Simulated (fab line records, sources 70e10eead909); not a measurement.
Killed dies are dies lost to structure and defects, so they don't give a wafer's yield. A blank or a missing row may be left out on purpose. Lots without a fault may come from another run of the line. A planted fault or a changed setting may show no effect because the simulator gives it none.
Which tool did it? | flow nand_harc | 24 lots, 72 wafers sampled, at 4 steps of a route of 1302

WHAT THE GAUGES READ, wafer by wafer
NHARC_P_STI_INSPECT_11.
lot  | measured     | on                | raw_defect_count
L074 | day 3 01:44  | defect_inspect-01 | 6 7 6
L075 | day 3 10:05  | defect_inspect-02 | 7 3 8
L076 | day 3 19:13  | defect_inspect-01 | 2 3 2
L077 | day 4 02:55  | defect_inspect-01 | 12 5 4
L078 | day 4 10:22  | defect_inspect-02 | 5 2 10
L079 | day 4 21:06  | defect_inspect-01 | 4 8 8
L080 | day 5 08:59  | defect_inspect-01 | 4 9 5
L081 | day 5 17:55  | defect_inspect-01 | 9 6 8
L082 | day 6 04:38  | defect_inspect-01 | 7 4 4
L083 | day 6 15:41  | defect_inspect-01 | 3 2 5
L084 | day 7 01:11  | defect_inspect-01 | 9 6 4
L085 | day 7 09:00  | defect_inspect-02 | 7 2 7
L086 | day 7 20:27  | defect_inspect-02 | 3 3 4
L087 | day 8 05:03  | defect_inspect-02 | 7 6 5
L088 | day 8 15:16  | defect_inspect-02 | 5 1 5
L089 | day 9 00:55  | defect_inspect-01 | 9 11 7
L090 | day 9 11:17  | defect_inspect-02 | 1 4 5
L091 | day 9 20:40  | defect_inspect-01 | 11 5 11
L092 | day 10 09:53 | defect_inspect-02 | 3 7 7
L093 | day 10 17:53 | defect_inspect-01 | 6 11 7
L094 | day 11 04:17 | defect_inspect-01 | 7 8 6
L095 | day 11 13:56 | defect_inspect-01 | 1 6 4
L096 | day 11 23:06 | defect_inspect-01 | 4 5 7
L097 | day 12 09:28 | defect_inspect-02 | 10 5 8

NHARC_P_STI_CD_MEAS_16.
lot  | measured     | on        | cd_nm (nm)
L074 | day 3 02:18  | cd_sem-02 | 198.0 198.0 199.9
L075 | day 3 10:39  | cd_sem-02 | 198.9 199.2 199.6
L076 | day 3 19:48  | cd_sem-03 | 200.3 199.8 200.9
L077 | day 4 03:32  | cd_sem-03 | 200.2 198.4 199.2
L078 | day 4 10:56  | cd_sem-03 | 195.0 195.9 198.8
L079 | day 4 21:41  | cd_sem-01 | 203.0 201.0 197.8
L080 | day 5 09:34  | cd_sem-01 | 198.7 199.9 198.4
L081 | day 5 18:31  | cd_sem-02 | 195.6 198.3 197.2
L082 | day 6 05:13  | cd_sem-03 | 198.7 196.8 198.8
L083 | day 6 16:15  | cd_sem-03 | 198.0 200.6 199.5
L084 | day 7 01:47  | cd_sem-03 | 197.7 198.9 202.6
L085 | day 7 09:36  | cd_sem-01 | 200.3 200.6 200.6
L086 | day 7 21:01  | cd_sem-02 | 192.8 199.0 196.7
L087 | day 8 05:38  | cd_sem-01 | 201.4 200.9 197.6
L088 | day 8 15:50  | cd_sem-01 | 199.4 199.5 198.3
L089 | day 9 01:31  | cd_sem-02 | 201.6 200.0 201.0
L090 | day 9 11:52  | cd_sem-03 | 199.6 198.6 194.9
L091 | day 9 21:15  | cd_sem-02 | 196.0 196.3 197.5
L092 | day 10 10:28 | cd_sem-02 | 196.0 196.5 198.1
L093 | day 10 18:28 | cd_sem-01 | 196.0 198.6 197.2
L094 | day 11 04:52 | cd_sem-01 | 202.9 200.7 199.4
L095 | day 11 14:30 | cd_sem-03 | 199.6 201.8 200.2
L096 | day 11 23:41 | cd_sem-02 | 200.9 200.0 201.6
L097 | day 12 10:03 | cd_sem-03 | 196.5 197.7 196.3

WHICH TOOL RAN EACH LOT (tool, then ch and the chambers of the sampled wafers, then the start)
lot  | NHARC_P_STI_DESCUM_14              | NHARC_P_STI_ETCH_15
L074 | rie_diel-07 ch 0,2, day 3 01:52    | rie_si-01 ch 0,3, day 3 02:08
L075 | rie_diel-07 ch 0,2,3, day 3 10:14  | rie_si-05 ch 0,1,3, day 3 10:31
L076 | rie_diel-02 ch 0,2,3, day 3 19:21  | rie_si-05 ch 0,1,2, day 3 19:38
L077 | rie_diel-07 ch 0,2,3, day 4 03:05  | rie_si-05 ch 0,1,3, day 4 03:23
L078 | rie_diel-09 ch 0,2,3, day 4 10:30  | rie_si-06 ch 0,1,2, day 4 10:46
L079 | rie_diel-09 ch 0,1,3, day 4 21:14  | rie_si-05 ch 0,1,2, day 4 21:31
L080 | rie_diel-07 ch 0,2,3, day 5 09:07  | rie_si-05 ch 1,2,3, day 5 09:25
L081 | rie_diel-02 ch 0,2, day 5 18:02    | rie_si-06 ch 0,1,2, day 5 18:20
L082 | rie_diel-02 ch 1,2, day 6 04:46    | rie_si-06 ch 0,1,3, day 6 05:05
L083 | rie_diel-07 ch 2,3, day 6 15:49    | rie_si-01 ch 0,2,3, day 6 16:05
L084 | rie_diel-02 ch 1,2, day 7 01:20    | rie_si-06 ch 0,1,2, day 7 01:38
L085 | rie_diel-02 ch 0,1,2, day 7 09:10  | rie_si-06 ch 0,1,2, day 7 09:26
L086 | rie_diel-02 ch 0,1, day 7 20:35    | rie_si-05 ch 2,3, day 7 20:51
L087 | rie_diel-07 ch 0,2, day 8 05:11    | rie_si-06 ch 1,3, day 8 05:29
L088 | rie_diel-02 ch 0,1,2, day 8 15:25  | rie_si-01 ch 0,1,3, day 8 15:40
L089 | rie_diel-02 ch 0,1,3, day 9 01:04  | rie_si-06 ch 1,3, day 9 01:20
L090 | rie_diel-07 ch 1,2,3, day 9 11:26  | rie_si-05 ch 0,2,3, day 9 11:43
L091 | rie_diel-09 ch 2,3, day 9 20:49    | rie_si-06 ch 0,2, day 9 21:05
L092 | rie_diel-02 ch 1,2, day 10 10:01   | rie_si-01 ch 0,1,3, day 10 10:20
L093 | rie_diel-09 ch 1,2,3, day 10 18:02 | rie_si-01 ch 0,2,3, day 10 18:20
L094 | rie_diel-02 ch 0,1,3, day 11 04:25 | rie_si-06 ch 0,2,3, day 11 04:42
L095 | rie_diel-02 ch 2,3, day 11 14:04   | rie_si-05 ch 1,2, day 11 14:22
L096 | rie_diel-07 ch 0,1,3, day 11 23:14 | rie_si-06 ch 2,3, day 11 23:31
L097 | rie_diel-02 ch 1,2,3, day 12 09:37 | rie_si-05 ch 0,1,3, day 12 09:53
- NHARC_P_STI_DESCUM_14: chemistry O2, time 3 s.
- NHARC_P_STI_ETCH_15: etches the open film in HBr/Cl2, target depth 300 nm, time 100.1 s.

WHAT THE TOOLS THEMSELVES READ (means of the sampled wafers that have a number; where no wafer has one, the mark that the record gives instead)
NHARC_P_STI_DESCUM_14.
lot  | tool        | drypump_motor_current_A (A) | o2_flow_sccm (sccm) | oes_product_au (a.u.) | rf_vpp_V (V) | showerhead_plenum_p_Torr (Torr) | throttle_valve_pct (%)
L074 | rie_diel-07 | 5.6                         | 200.3               | 1.007                 | 56.7         | 1.91                            | 11.307
L075 | rie_diel-07 | 5.5                         | 200.3               | 1.005                 | 58.0         | 1.90                            | 11.316
L076 | rie_diel-02 | 5.9                         | 199.7               | 0.992                 | 57.7         | 1.85                            | 11.312
L077 | rie_diel-07 | 5.5                         | 199.6               | 1.000                 | 57.9         | 1.90                            | 11.305
L078 | rie_diel-09 | 5.8                         | 200.6               | 1.000                 | 58.3         | 1.86                            | 11.310
L079 | rie_diel-09 | 5.8                         | 200.4               | 1.003                 | 57.6         | 1.90                            | 11.310
L080 | rie_diel-07 | 5.5                         | 200.0               | 1.005                 | 58.0         | 1.89                            | 11.310
L081 | rie_diel-02 | 5.9                         | 200.2               | 0.993                 | 57.9         | 1.86                            | 11.317
L082 | rie_diel-02 | 5.5                         | 199.5               | 1.000                 | 57.9         | 1.93                            | 11.308
L083 | rie_diel-07 | 5.4                         | 199.8               | 1.000                 | 57.2         | 1.91                            | 11.308
L084 | rie_diel-02 | 5.5                         | 199.1               | 0.999                 | 57.0         | 1.92                            | 11.307
L085 | rie_diel-02 | 5.6                         | 199.6               | 1.005                 | 58.2         | 1.90                            | 11.312
L086 | rie_diel-02 | 5.4                         | 200.4               | 0.999                 | 59.1         | 1.91                            | 11.317
L087 | rie_diel-07 | 5.5                         | 200.1               | 0.999                 | 57.4         | 1.92                            | 11.312
L088 | rie_diel-02 | 5.6                         | 199.8               | 0.998                 | 58.4         | 1.90                            | 11.311
L089 | rie_diel-02 | 5.6                         | 200.0               | 0.997                 | 57.4         | 1.88                            | 11.309
L090 | rie_diel-07 | 5.7                         | 200.7               | 0.987                 | 57.7         | 1.89                            | 11.307
L091 | rie_diel-09 | 6.1                         | 200.2               | 1.003                 | 57.6         | 1.81                            | 11.314
L092 | rie_diel-02 | 5.5                         | 200.2               | 1.003                 | 57.0         | 1.92                            | 11.305
L093 | rie_diel-09 | 6.1                         | 199.7               | 1.005                 | 58.1         | 1.86                            | 11.316
L094 | rie_diel-02 | 5.6                         | 199.9               | 1.002                 | 58.3         | 1.88                            | 11.310
L095 | rie_diel-02 | 6.1                         | 200.7               | 1.008                 | 57.6         | 1.82                            | 11.307
L096 | rie_diel-07 | 5.8                         | 199.7               | 0.994                 | 58.0         | 1.88                            | 11.310
L097 | rie_diel-02 | 5.8                         | 199.6               | 0.993                 | 57.4         | 1.87                            | 11.315

NHARC_P_STI_ETCH_15.
lot  | tool      | drypump_motor_current_A (A) | oes_product_au (a.u.) | throttle_valve_pct (%)
L074 | rie_si-01 | 5.2                         | 1.005                 | 26.409
L075 | rie_si-05 | 5.8                         | 1.000                 | 26.408
L076 | rie_si-05 | 6.0                         | 1.002                 | 26.395
L077 | rie_si-05 | 5.8                         | 1.006                 | 26.401
L078 | rie_si-06 | 6.0                         | 0.996                 | 26.408
L079 | rie_si-05 | 6.0                         | 1.001                 | 26.407
L080 | rie_si-05 | 5.8                         | 1.005                 | 26.402
L081 | rie_si-06 | 6.0                         | 1.005                 | 26.406
L082 | rie_si-06 | 5.7                         | 0.997                 | 26.406
L083 | rie_si-01 | 5.4                         | 1.005                 | 26.409
L084 | rie_si-06 | 6.0                         | 0.995                 | 26.405
L085 | rie_si-06 | 6.0                         | 0.992                 | 26.410
L086 | rie_si-05 | 5.2                         | 1.001                 | 26.394
L087 | rie_si-06 | 5.3                         | 1.003                 | 26.414
L088 | rie_si-01 | 5.5                         | 0.997                 | 26.409
L089 | rie_si-06 | 5.5                         | 0.988                 | 26.407
L090 | rie_si-05 | 5.5                         | 1.002                 | 26.404
L091 | rie_si-06 | 6.5                         | 0.992                 | 26.410
L092 | rie_si-01 | 5.5                         | 1.001                 | 26.407
L093 | rie_si-01 | 5.4                         | 1.000                 | 26.399
L094 | rie_si-06 | 6.2                         | 1.003                 | 26.395
L095 | rie_si-05 | 6.1                         | 1.012                 | 26.406
L096 | rie_si-06 | 6.0                         | 0.996                 | 26.406
L097 | rie_si-05 | 5.8                         | 0.993                 | 26.412

THE ANSWER, worked out from the rows above alone
Rule: what is usual is taken from the lots themselves. Put in order of their means at a reading, lots are off if they are a third of the lots or fewer, leave a main group of 4 or more, and stand apart from it by a gap of 3 or more times the standard deviation of the main group's means; of several such gaps the widest counts. A main group whose means are all the same, to the digits that the tables above print for the reading, isn't used. A lot without any number at a reading at which 4 lots or more have one is off too. The other lots that the step has rows for count as sound. The gauges are gone through in route order, then the tools' own readings, and for those a lot's mean is taken as printed above. The first step at which some lot is off is used, and at that step the reading that is off furthest; a lot without a number counts as furthest.
No lot is off at any reading shown: from this, nothing can be told.

WHAT THE SIMULATOR HAD PUT IN
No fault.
